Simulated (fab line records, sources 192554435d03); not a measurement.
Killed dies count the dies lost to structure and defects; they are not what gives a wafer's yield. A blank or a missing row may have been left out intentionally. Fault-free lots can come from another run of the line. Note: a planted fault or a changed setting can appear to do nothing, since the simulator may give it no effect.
The same fault as seen by 3 desks | flow n5Finfet | each desk holds nothing but its own numbers, with what lay behind them at the end

== AT THE TOOL OWNER'S DESK: rieDiel-05 ==
The tool's own readings at N5_BEOL_M4_ETCH_64 (etches SOC in N2/H2, target depth 75 nm, overetch 22.5 nm, time 121.9 s): means of the sampled wafers that have a number, for each lot that ran on this tool. If a lot's mean is further than 4 standard deviations from the usual mean, the lot is out of limits and carries the mark OUT (the distance appears in the brackets).
Columns: A = drypumpMotorCurrentA at N5_BEOL_M4_ETCH_64, usual 5.9 A; B = oesProductAu at N5_BEOL_M4_ETCH_64, usual 0.59 a.u.; C = rfVppV at N5_BEOL_M4_ETCH_64, usual 524.7 V; D = showerheadPlenumPTorr at N5_BEOL_M4_ETCH_64, usual 2.57 Torr; E = throttleValvePct at N5_BEOL_M4_ETCH_64, usual 17.75 %
lot  | first seen here | A   | B    | C     | D    | E
L881 | day 9 18:40     | 6.0 | 0.53 | 522.6 | 2.47 | 17.91
L883 | day 10 14:21    | 6.0 | 0.51 | 523.8 | 2.57 | 17.84
L884 | day 10 22:16    | 6.0 | 0.51 | 525.0 | 2.57 | 17.84
L888 | day 11 17:58    | 6.2 | 0.67 | 529.4 | 2.71 | 17.47
This desk's finding: nothing out of limits on any of the 4 lots.

== THE DEFECT DESK ==
Per lot, the means of the sampled wafers with a number show what the inspections along the route counted. If a lot's mean is further than 4 standard deviations from the usual mean, the lot is out of limits and carries the mark OUT (the distance appears in the brackets).
Columns: A = rawDefectCount at N5_BEOL_M4_INSPECT_13, usual 366
lot  | first seen here | A
L877 | day 9 13:46     | 265
L881 | day 9 18:30     | 340
L883 | day 10 13:58    | 293
L884 | day 10 22:10    | 466
L888 | day 11 17:51    | 438
L892 | day 13 02:12    | 338
L893 | day 13 06:57    | 288
This desk's finding: nothing out of limits on any of the 7 lots.

== THE METROLOGY DESK ==
Lot by lot, what the gauges showed, no matter which tool ran the lot: averages of those sampled wafers that carry a number. If a lot's mean is further than 4 standard deviations from the usual mean, the lot is out of limits and carries the mark OUT (the distance appears in the brackets). Shown here are 7 of its 12 readings, the ones lying furthest out on some lot.
Columns: A = M4_OVL at N5_BEOL_M4_OVL_MEAS_12, usual 0.2 nm; B = DIBL_N at N5_BEOL_M4_RC_MEAS_101, usual 36.3 mV/V; C = DIBL_P at N5_BEOL_M4_RC_MEAS_101, usual 36.5 mV/V; D = ION_N at N5_BEOL_M4_RC_MEAS_101, usual 677 uA/um; E = SS_N at N5_BEOL_M4_RC_MEAS_101, usual 71.5 mV/dec; F = SS_P at N5_BEOL_M4_RC_MEAS_101, usual 73.2 mV/dec; G = VT_N at N5_BEOL_M4_RC_MEAS_101, usual 249 mV
lot  | first seen here | A    | B    | C    | D   | E    | F    | G
L877 | day 9 13:40     | 0.9  | 37.2 | 37.6 | 685 | 71.8 | 74.4 | 250
L881 | day 9 18:25     | -0.1 | 35.0 | 35.9 | 671 | 71.6 | 73.5 | 249
L883 | day 10 13:53    | 0.1  | 35.1 | 33.8 | 678 | 70.9 | 72.7 | 249
L884 | day 10 22:04    | 0.1  | 35.6 | 35.0 | 672 | 71.3 | 72.8 | 252
L888 | day 11 17:46    | 0.0  | 36.2 | 35.0 | 662 | 70.7 | 72.6 | 252
L892 | day 13 02:07    | -0.7 | 33.8 | 34.1 | 676 | 70.6 | 72.8 | 249
L893 | day 13 06:52    | 1.2  | 34.0 | 34.4 | 669 | 70.8 | 72.6 | 253
This desk's finding: nothing out of limits on any of the 7 lots.

== BROUGHT TOGETHER ==
The tool owner's desk saw nothing out of limits.
No out-of-limits result turned up at the defect desk.
The metrology desk saw nothing out of limits.

== WHAT THE SIMULATOR HAD PUT IN ==
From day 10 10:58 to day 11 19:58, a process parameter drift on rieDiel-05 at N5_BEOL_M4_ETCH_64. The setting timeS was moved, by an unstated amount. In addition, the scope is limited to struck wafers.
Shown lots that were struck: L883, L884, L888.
